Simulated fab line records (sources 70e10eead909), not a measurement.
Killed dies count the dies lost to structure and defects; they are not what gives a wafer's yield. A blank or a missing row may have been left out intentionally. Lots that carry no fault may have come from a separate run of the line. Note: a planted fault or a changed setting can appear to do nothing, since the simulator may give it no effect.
fab line records + flow nand-harc
record:
- lots: 13
- wafers: 39
- last-day: 24
route steps=1159 shown A_CONTACT@856 END@1159
lots with no fault: from the same line, run without faults
start-h: the number of hours between the record's first day and the start of the first shown wafer of the lot + wait-h: how many hours have passed since the lot's step before this one + " same as the row above + L1.1+2: several wafers, shown together as one row + - no value, or no start was given + * or withheld: withheld + < > ~ a bound
route shown NAME@n: a module of which the file shows steps, and the number in the route of the first + usual: mean/standard deviation of fault-free wafers + same: alike in all rows + chamber/n: place in a boat + sites: readings site by site + _std_site: how widely they spread, as a standard deviation + _edge_site: outer sites' mean less inner sites' + radius-mm: for every site, how far away it sits from the centre of the wafer + mask NAME#n: copy n + behind: the last tool/chamber to shape the wafer + hold: why the lot went on hold/how many hours it stayed there/how the hold came to an end + device: the n, p or np transistor that did not switch + end of line: the same wafers' tests at the end of the route + step lacking rows: just its recipe + killed: not the wafer's yield, but the dies lost to structure and defects at the first sort + map: dies across one wafer; x = killed, . = not, _ = none there
set.NAME: the setting that was run; set.NAME@STEP: the one run at that earlier step + model.NAME: the simulator's own value behind a step, which no gauge read
route steps across a sampled set of lots; one table per step, one row per wafer
services: when a tool's chamber went out of use (start-h, in hours from the record's first day, below 0 if earlier), for how many hours, and the reason
== steps ==
step: NHARC_A_CONTACT_INSPECT_44
usual:
- raw-defect-count: 26/11
| lot.wafer | tool              | chamber | start-h | wait-h | raw-defect-count |
|-----------|-------------------|---------|---------|--------|------------------|
| L604.2    | defect-inspect-02 | -       | 369.58  | 0.0    | 25               |
| L604.5    | "                 | -       | "       | "      | 26               |
| L604.6    | "                 | -       | "       | "      | 14               |
| L605.1    | defect-inspect-01 | -       | 376.91  | 0.0    | 27               |
| L605.5    | "                 | -       | "       | "      | 25               |
| L605.6    | "                 | -       | "       | "      | 28               |
| L607.2    | defect-inspect-02 | -       | 381.37  | 0.0    | 23               |
| L607.3    | "                 | -       | "       | "      | 20               |
| L607.5    | "                 | -       | "       | "      | 20               |
| L606.2    | defect-inspect-02 | -       | 381.98  | 0.0    | 22               |
| L606.4    | "                 | -       | "       | "      | 27               |
| L606.6    | "                 | -       | "       | "      | 15               |
| L610.1    | defect-inspect-02 | -       | 410.08  | 0.0    | 20               |
| L610.2    | "                 | -       | "       | "      | 31               |
| L610.5    | "                 | -       | "       | "      | 33               |
| L612.1    | defect-inspect-02 | -       | 425.73  | 0.0    | 27               |
| L612.4    | "                 | -       | "       | "      | 23               |
| L612.6    | "                 | -       | "       | "      | 39               |
| L616.1    | defect-inspect-02 | -       | 439.08  | 0.0    | 16               |
| L616.3    | "                 | -       | "       | "      | 20               |
| L616.6    | "                 | -       | "       | "      | 23               |
| L617.3    | defect-inspect-01 | -       | 442.09  | 0.0    | 17               |
| L617.5    | "                 | -       | "       | "      | 21               |
| L617.6    | "                 | -       | "       | "      | 23               |
| L624.1    | defect-inspect-01 | -       | 472.32  | 0.0    | 23               |
| L624.3    | "                 | -       | "       | "      | 12               |
| L624.4    | "                 | -       | "       | "      | 13               |
| L623.1    | defect-inspect-02 | -       | 477.23  | 0.0    | 28               |
| L623.3    | "                 | -       | "       | "      | 31               |
| L623.4    | "                 | -       | "       | "      | 31               |
| L621.1    | defect-inspect-02 | -       | 488.70  | 0.0    | 40               |
| L621.5    | "                 | -       | "       | "      | 38               |
| L621.6    | "                 | -       | "       | "      | 24               |
| L625.1    | defect-inspect-01 | -       | 500.70  | 0.0    | 67               |
| L625.2    | "                 | -       | "       | "      | 67               |
| L625.3    | "                 | -       | "       | "      | 57               |
| L626.2    | defect-inspect-01 | -       | 500.84  | 0.0    | 9                |
| L626.4    | "                 | -       | "       | "      | 19               |
| L626.6    | "                 | -       | "       | "      | 12               |
step: NHARC_A_CONTACT_ETCH_111
recipe:
- source-w: withheld
- pressure-mtorr: 20
- bias-v: withheld
- time-s: 140
- target-depth-a: 7000
- ar-flow-sccm: withheld
- c4f8-flow-sccm: withheld
- o2-flow-sccm: withheld
- chemistry: C4F8/O2/Ar
usual:
- chamber-pressure-mTorr: 20.000/0.02
- oes-air-line-au: 1.003/0.018
| lot.wafer | tool            | chamber | start-h | wait-h | chamber-pressure-mTorr | oes-air-line-au | rf-hours-counter-h |
|-----------|-----------------|---------|---------|--------|------------------------|-----------------|--------------------|
| L604.2    | har-cap-etch-03 | 1       | 371.17  | -      | 19.993                 | 1.019           | 83                 |
| L604.5    | "               | 0       | "       | "      | 20.013                 | 0.989           | -                  |
| L604.6    | "               | 1       | "       | "      | 19.998                 | 1.016           | -                  |
| L605.1    | har-cap-etch-03 | 0       | 378.27  | -      | 19.985                 | 0.985           | 84                 |
| L605.5    | "               | 0       | "       | "      | 20.004                 | 0.983           | -                  |
| L605.6    | "               | 1       | "       | "      | 20.033                 | 1.021           | -                  |
| L607.2    | har-cap-etch-02 | 0       | 382.99  | -      | 19.981                 | 1.021           | 9                  |
| L607.3    | "               | 0       | "       | "      | 20.034                 | 1.004           | -                  |
| L607.5    | "               | 1       | "       | "      | 20.003                 | 1.006           | -                  |
| L606.2    | har-cap-etch-01 | 0       | 384.13  | -      | 20.025                 | 1.026           | 58                 |
| L606.4    | "               | 1       | "       | "      | 19.990                 | 1.010           | -                  |
| L606.6    | "               | 0       | "       | "      | 19.981                 | 1.034           | -                  |
| L610.1    | har-cap-etch-02 | 1       | 411.40  | -      | 19.974                 | 0.982           | 13                 |
| L610.2    | "               | 0       | "       | "      | 19.980                 | 1.009           | 13                 |
| L610.5    | "               | 0       | "       | "      | 19.995                 | 1.003           | -                  |
| L612.1    | har-cap-etch-02 | 1       | 427.27  | -      | 19.993                 | 0.984           | 17                 |
| L612.4    | "               | 0       | "       | "      | 20.018                 | 0.993           | -                  |
| L612.6    | "               | 1       | "       | "      | 20.008                 | 0.997           | -                  |
| L616.1    | har-cap-etch-02 | 1       | 440.79  | -      | 20.010                 | 1.004           | 20                 |
| L616.3    | "               | 0       | "       | "      | 19.997                 | 1.014           | -                  |
| L616.6    | "               | 0       | "       | "      | 20.019                 | 0.990           | -                  |
| L617.3    | har-cap-etch-03 | 0       | 443.48  | -      | 19.980                 | 0.979           | -                  |
| L617.6    | "               | 0       | "       | "      | 19.994                 | 0.983           | -                  |
| L617.5    | "               | 1       | "       | "      | 19.991                 | 0.984           | -                  |
| L624.1    | har-cap-etch-03 | 0       | 473.74  | -      | 19.974                 | 1.002           | 104                |
| L624.4    | "               | 1       | "       | "      | 20.024                 | 0.996           | -                  |
| L624.3    | "               | 0       | "       | "      | 20.018                 | 1.006           | -                  |
| L623.1    | har-cap-etch-02 | 0       | 478.55  | -      | 19.999                 | 0.981           | 27                 |
| L623.3    | "               | 0       | "       | "      | 20.038                 | 1.024           | -                  |
| L623.4    | "               | 1       | "       | "      | 19.994                 | 1.010           | -                  |
| L621.1    | har-cap-etch-02 | 0       | 490.03  | -      | 19.993                 | 1.006           | 28                 |
| L621.5    | "               | 0       | "       | "      | 20.013                 | 1.010           | -                  |
| L621.6    | "               | 1       | "       | "      | 20.019                 | 0.971           | -                  |
| L625.2    | har-cap-etch-01 | 1       | 502.03  | -      | 20.005                 | 0.982           | 76                 |
| L625.1    | "               | 0       | "       | "      | 20.017                 | 0.990           | 76                 |
| L625.3    | "               | 1       | "       | "      | 19.969                 | 0.982           | -                  |
| L626.2    | har-cap-etch-03 | 1       | 502.41  | -      | 20.004                 | 1.021           | 109                |
| L626.4    | "               | 0       | "       | "      | 20.020                 | 1.014           | -                  |
| L626.6    | "               | 1       | "       | "      | 19.996                 | 0.998           | -                  |
step: NHARC_A_CONTACT_ETCH_113
recipe:
- source-w: withheld
- pressure-mtorr: 20
- bias-v: 3000
- time-s: 94
- target-depth-a: 9220
- ar-flow-sccm: withheld
- c4f8-flow-sccm: withheld
- o2-flow-sccm: withheld
- chemistry: C4F8/O2/Ar
usual:
- chamber-pressure-mTorr: 20.000/0.018
- oes-air-line-au: 1.002/0.019
| lot.wafer | tool            | chamber | start-h | wait-h | chamber-pressure-mTorr | oes-air-line-au | rf-hours-counter-h |
|-----------|-----------------|---------|---------|--------|------------------------|-----------------|--------------------|
| L604.2    | har-cap-etch-03 | 1       | 371.44  | 0.1    | 20.000                 | 0.971           | 83                 |
| L604.5    | "               | 0       | "       | "      | 19.987                 | 1.047           | -                  |
| L604.6    | "               | 1       | "       | "      | 19.995                 | 0.995           | -                  |
| L605.1    | har-cap-etch-03 | 0       | 378.56  | 0.1    | 19.986                 | 1.008           | 84                 |
| L605.5    | "               | 0       | "       | "      | 20.000                 | 0.986           | -                  |
| L605.6    | "               | 1       | "       | "      | 19.990                 | 0.988           | -                  |
| L607.2    | har-cap-etch-02 | 0       | 383.26  | 0.1    | 19.989                 | 1.003           | 9                  |
| L607.3    | "               | 0       | "       | "      | 19.984                 | 1.015           | -                  |
| L607.5    | "               | 1       | "       | "      | 19.982                 | 0.992           | -                  |
| L606.2    | har-cap-etch-01 | 0       | 384.41  | 0.1    | 19.990                 | 1.022           | 59                 |
| L606.4    | "               | 1       | "       | "      | 20.000                 | 0.991           | -                  |
| L606.6    | "               | 0       | "       | "      | 20.018                 | 1.038           | -                  |
| L610.1    | har-cap-etch-02 | 1       | 411.69  | 0.1    | 19.998                 | 1.011           | 13                 |
| L610.2    | "               | 0       | "       | "      | 20.022                 | 1.021           | 13                 |
| L610.5    | "               | 0       | "       | "      | 20.014                 | 1.006           | -                  |
| L612.1    | har-cap-etch-02 | 1       | 427.56  | 0.1    | -                      | -               | -                  |
| L612.4    | "               | 0       | "       | "      | -                      | -               | -                  |
| L612.6    | "               | 1       | "       | "      | -                      | -               | -                  |
| L616.1    | har-cap-etch-02 | 1       | 441.08  | 0.1    | -                      | -               | -                  |
| L616.3    | "               | 0       | "       | "      | -                      | -               | -                  |
| L616.6    | "               | 0       | "       | "      | -                      | -               | -                  |
| L617.3    | har-cap-etch-03 | 0       | 443.73  | 0.1    | -                      | -               | -                  |
| L617.6    | "               | 0       | "       | "      | -                      | -               | -                  |
| L617.5    | "               | 1       | "       | "      | -                      | -               | -                  |
| L624.1    | har-cap-etch-03 | 0       | 474.02  | 0.1    | 19.971                 | 0.981           | 104                |
| L624.4    | "               | 1       | "       | "      | 19.998                 | 1.002           | -                  |
| L624.3    | "               | 0       | "       | "      | 20.037                 | 1.015           | -                  |
| L623.1    | har-cap-etch-02 | 0       | 478.84  | 0.1    | 20.012                 | 0.975           | 27                 |
| L623.3    | "               | 0       | "       | "      | 19.978                 | 0.985           | -                  |
| L623.4    | "               | 1       | "       | "      | 20.008                 | 0.989           | -                  |
| L621.1    | har-cap-etch-02 | 0       | 490.32  | 0.1    | 20.005                 | 0.987           | 29                 |
| L621.5    | "               | 0       | "       | "      | 19.972                 | 1.009           | -                  |
| L621.6    | "               | 1       | "       | "      | 20.015                 | 0.987           | -                  |
| L625.2    | har-cap-etch-01 | 1       | 502.32  | 0.1    | 20.042                 | 0.963           | 76                 |
| L625.1    | "               | 0       | "       | "      | 20.014                 | 1.012           | 76                 |
| L625.3    | "               | 1       | "       | "      | 20.020                 | 0.976           | -                  |
| L626.2    | har-cap-etch-03 | 1       | 502.70  | 0.1    | 20.006                 | 0.981           | 110                |
| L626.4    | "               | 0       | "       | "      | 20.022                 | 0.992           | -                  |
| L626.6    | "               | 1       | "       | "      | 19.990                 | 0.974           | -                  |
step: NHARC_A_CONTACT_ETCH_121
recipe:
- source-w: withheld
- pressure-mtorr: 20
- bias-v: 3000
- time-s: 94
- target-depth-a: 9220
- ar-flow-sccm: withheld
- c4f8-flow-sccm: withheld
- o2-flow-sccm: withheld
- chemistry: C4F8/O2/Ar
usual:
- chamber-pressure-mTorr: 20.001/0.018
- oes-air-line-au: 1.001/0.021
| lot.wafer | tool            | chamber | start-h | wait-h | chamber-pressure-mTorr | oes-air-line-au | rf-hours-counter-h |
|-----------|-----------------|---------|---------|--------|------------------------|-----------------|--------------------|
| L604.2    | har-cap-etch-03 | 1       | 372.17  | 0.1    | 20.009                 | 0.978           | 84                 |
| L604.5    | "               | 0       | "       | "      | 20.006                 | 1.005           | -                  |
| L604.6    | "               | 1       | "       | "      | 20.033                 | 0.978           | -                  |
| L605.1    | har-cap-etch-03 | 0       | 379.29  | 0.1    | 20.019                 | 0.964           | 85                 |
| L605.5    | "               | 0       | "       | "      | 19.974                 | 0.988           | -                  |
| L605.6    | "               | 1       | "       | "      | 20.013                 | 1.014           | -                  |
| L607.2    | har-cap-etch-02 | 0       | 383.99  | 0.1    | 20.026                 | 1.006           | 9                  |
| L607.3    | "               | 0       | "       | "      | 20.012                 | 0.980           | -                  |
| L607.5    | "               | 1       | "       | "      | 19.977                 | 1.016           | -                  |
| L606.2    | har-cap-etch-01 | 0       | 385.14  | 0.1    | 19.968                 | 1.014           | 59                 |
| L606.4    | "               | 1       | "       | "      | 20.023                 | 1.013           | -                  |
| L606.6    | "               | 0       | "       | "      | 19.976                 | 0.951           | -                  |
| L610.1    | har-cap-etch-02 | 1       | 412.41  | 0.1    | 20.016                 | 1.029           | 14                 |
| L610.2    | "               | 0       | "       | "      | 20.002                 | 0.976           | 14                 |
| L610.5    | "               | 0       | "       | "      | 20.038                 | 0.999           | -                  |
| L612.1    | har-cap-etch-02 | 1       | 428.29  | 0.1    | 19.995                 | 1.013           | 18                 |
| L612.4    | "               | 0       | "       | "      | 19.994                 | 1.001           | -                  |
| L612.6    | "               | 1       | "       | "      | 19.979                 | 1.011           | -                  |
| L616.1    | har-cap-etch-02 | 1       | 441.81  | 0.1    | 19.952                 | 0.984           | 20                 |
| L616.3    | "               | 0       | "       | "      | 20.023                 | 1.069           | -                  |
| L616.6    | "               | 0       | "       | "      | 20.015                 | 1.007           | -                  |
| L617.3    | har-cap-etch-03 | 0       | 444.45  | 0.1    | 20.036                 | 0.985           | -                  |
| L617.6    | "               | 0       | "       | "      | 20.026                 | 1.003           | -                  |
| L617.5    | "               | 1       | "       | "      | 19.990                 | 1.009           | -                  |
| L624.1    | har-cap-etch-03 | 0       | 474.74  | 0.1    | 20.041                 | 0.984           | 104                |
| L624.4    | "               | 1       | "       | "      | 20.011                 | 1.002           | -                  |
| L624.3    | "               | 0       | "       | "      | 19.975                 | 1.021           | -                  |
| L623.1    | har-cap-etch-02 | 0       | 479.57  | 0.1    | 19.943                 | 1.038           | 28                 |
| L623.3    | "               | 0       | "       | "      | 20.000                 | 1.008           | -                  |
| L623.4    | "               | 1       | "       | "      | 19.999                 | 0.973           | -                  |
| L621.1    | har-cap-etch-02 | 0       | 491.05  | 0.1    | 19.967                 | 1.015           | 29                 |
| L621.5    | "               | 0       | "       | "      | 19.997                 | 1.010           | -                  |
| L621.6    | "               | 1       | "       | "      | 19.976                 | 1.010           | -                  |
| L625.2    | har-cap-etch-01 | 1       | 503.04  | 0.1    | 20.006                 | 0.975           | 77                 |
| L625.1    | "               | 0       | "       | "      | 20.008                 | 0.995           | 77                 |
| L625.3    | "               | 1       | "       | "      | 20.022                 | 0.989           | -                  |
| L626.2    | har-cap-etch-03 | 1       | 503.42  | 0.1    | 20.016                 | 1.016           | 110                |
| L626.4    | "               | 0       | "       | "      | 20.008                 | 1.032           | -                  |
| L626.6    | "               | 1       | "       | "      | 19.988                 | 1.014           | -                  |
step: NHARC_END_SORT_01
recipe:
- temp-c: 25
usual:
- killed-at-array: 27/8
- killed-at-other: 0.8/1.2
- killed-at-periphery: 3.3/2.3
- killed-dies: 31/8.8
- killed-open: 3.2/2.1
- killed-short: 2.1/1.4
same:
- gross-dies: 677
| lot.wafer | tool      | chamber | start-h | wait-h | killed-at-array | killed-at-other | killed-at-periphery | killed-dies | killed-open | killed-short |
|-----------|-----------|---------|---------|--------|-----------------|-----------------|---------------------|-------------|-------------|--------------|
| L612.1    | prober-02 | 0       | 501.81  | 2.5    | 672             | 1               | 4                   | 677         | 3           | 5            |
| L612.4    | prober-02 | 0       | 504.22  | 3.4    | 670             | 0               | 7                   | 677         | 4           | 1            |
| L612.6    | prober-02 | 0       | 505.82  | 4.0    | 673             | 0               | 4                   | 677         | 4           | 1            |
| L616.1    | prober-01 | 0       | 508.45  | 2.5    | 669             | 3               | 5                   | 677         | 4           | 3            |
| L616.3    | prober-01 | 0       | 510.05  | 3.1    | 674             | 2               | 1                   | 677         | 5           | 1            |
| L616.6    | prober-01 | 0       | 512.45  | 4.0    | 671             | 3               | 3                   | 677         | 1           | 4            |
| L617.3    | prober-02 | 0       | 511.19  | 3.1    | 673             | 1               | 3                   | 677         | 3           | 5            |
| L617.5    | prober-02 | 0       | 512.78  | 3.7    | 674             | 3               | 0                   | 677         | 8           | 4            |
| L617.6    | prober-02 | 0       | 513.57  | 4.0    | 676             | 0               | 1                   | 677         | 4           | 0            |
killed by level:class
L612.1 A_CONTACT:area-etch=639 A_CHANNEL_HOLE_D1:chamber-film-flake=13 A_SLIT:chamber-film-flake=13 A_CONTACT:chamber-film-flake=2 P_CONTACT:geometric-particle:short=1 P_CONTACT:geometric-particle:open=1 A_ONON_D1:geometric-particle:short=1 A_CHANNEL_FILL_D1:geometric-particle:short=1
L612.4 A_CONTACT:area-etch=640 A_CHANNEL_HOLE_D1:chamber-film-flake=13 A_SLIT:chamber-film-flake=9 P_BONDPAD:chamber-film-flake=4 P_M0:chamber-film-flake=3 A_CONTACT:chamber-film-flake=3 A_CONTACT:geometric-particle:open=2 A_SGD_CUT:geometric-particle:open=1
L612.6 A_CONTACT:area-etch=641 A_SLIT:chamber-film-flake=11 A_CHANNEL_HOLE_D1:chamber-film-flake=10 A_STAIRCASE:chamber-film-flake=3 A_CONTACT:chamber-film-flake=3 A_ONON_D1:geometric-particle:open=2 P_M0:chamber-film-flake=2 P_BONDPAD:chamber-film-flake=2
L616.1 A_CONTACT:area-etch=649 A_SLIT:chamber-film-flake=9 A_CHANNEL_HOLE_D1:chamber-film-flake=4 THIN_TSV:chamber-film-flake=3 P_CONTACT:geometric-particle:open=2 P_STI:chamber-film-flake=2 A_STAIRCASE:chamber-film-flake=2 A_ONON_D1:geometric-particle:short=1
L616.3 A_CONTACT:area-etch=650 A_SLIT:chamber-film-flake=13 A_WL_FILL:geometric-particle:open=2 A_M0:geometric-particle:open=2 A_CHANNEL_HOLE_D1:chamber-film-flake=2 A_CONTACT:chamber-film-flake=2 THIN_TSV:chamber-film-flake=2 A_CHANNEL_FILL_D1:geometric-particle:short=1
L617.3 A_CONTACT:area-etch=648 A_CHANNEL_HOLE_D1:chamber-film-flake=9 A_CONTACT:chamber-film-flake=7 A_ONON_D1:geometric-particle:open=1 A_ONON_D1:geometric-particle:short=1 A_CHANNEL_FILL_D1:geometric-particle:short=1 A_SGD_CUT:geometric-particle:short=1 A_WL_FILL:geometric-particle:short=1
L616.6 A_CONTACT:area-etch=651 A_SLIT:chamber-film-flake=11 A_STAIRCASE:chamber-film-flake=3 THIN_TSV:chamber-film-flake=3 P_STI:chamber-film-flake=2 A_ONON_D1:geometric-particle:short=1 A_STAIRCASE:geometric-particle:short=1 A_WL_FILL:geometric-particle:short=1
L617.5 A_CONTACT:area-etch=645 A_CHANNEL_HOLE_D1:chamber-film-flake=13 A_WL_FILL:geometric-particle:open=4 A_CONTACT:chamber-film-flake=4 A_M0:geometric-particle:open=3 THIN_TSV:chamber-film-flake=2 A_CHANNEL_FILL_D1:geometric-particle:short=1 A_CHANNEL_FILL_D1:geometric-particle:open=1
L617.6 A_CONTACT:area-etch=651 A_CHANNEL_HOLE_D1:chamber-film-flake=15 A_STAIRCASE:chamber-film-flake=3 A_CONTACT:chamber-film-flake=3 A_CHANNEL_FILL_D1:geometric-particle:open=1 A_WL_FILL:geometric-particle:open=1 A_CONTACT:geometric-particle:open=1 A_BLC:geometric-particle:open=1
== services ==
| tool            | chamber | start-h | hours | kind   |
|-----------------|---------|---------|-------|--------|
| har-cap-etch-03 | -       | 347.55  | 0.3   | repair |
| har-cap-etch-01 | -       | 494.26  | 0.7   | repair |
== key ==
first-sign:
- step: NHARC_A_CONTACT_ETCH_113
- reading: tool-record
- direction: missing
effect:
- step: NHARC_END_SORT_01
- reading: killed-at-array
- direction: up
- sigmas: 80
- usual: 27
- struck: 672
more-kills-born-at:
- NHARC_A_CONTACT_ETCH_113@har-cap-etch-02: 3870
- NHARC_A_CONTACT_ETCH_113@har-cap-etch-03: 1944
met-at NHARC_A_CONTACT_ETCH_113
struck-lots L612,L616,L617
later-rows-left-out L612.1,L612.4,L612.6,L616.1,L616.3,L616.6,L617.3,L617.5,L617.6
tester-left-out L612,L616,L617
not-acting-at NHARC_A_CONTACT_INSPECT_44,NHARC_A_CONTACT_ETCH_111,NHARC_A_CONTACT_ETCH_121
onset-between 411.69 427.56
fault:
- kind: skipped-step-whole
- tool: har-cap-etch-02,har-cap-etch-03
- chamber: -
- onset-h: 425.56
- steps: NHARC_A_CONTACT_ETCH_113
- scope: struck-lots-only
tester-left-out: of these lots the tester's yield and bins aren't shown, on N5 and GAA mostly nor the transistor test; their killed dies are dies lost to structure and defects alone, not to doping, threshold or leakage, so they don't give the yield
later-rows-left-out: the simulator's readings of these wafers behind a module that went badly wrong aren't trusted and aren't shown, but for the sort
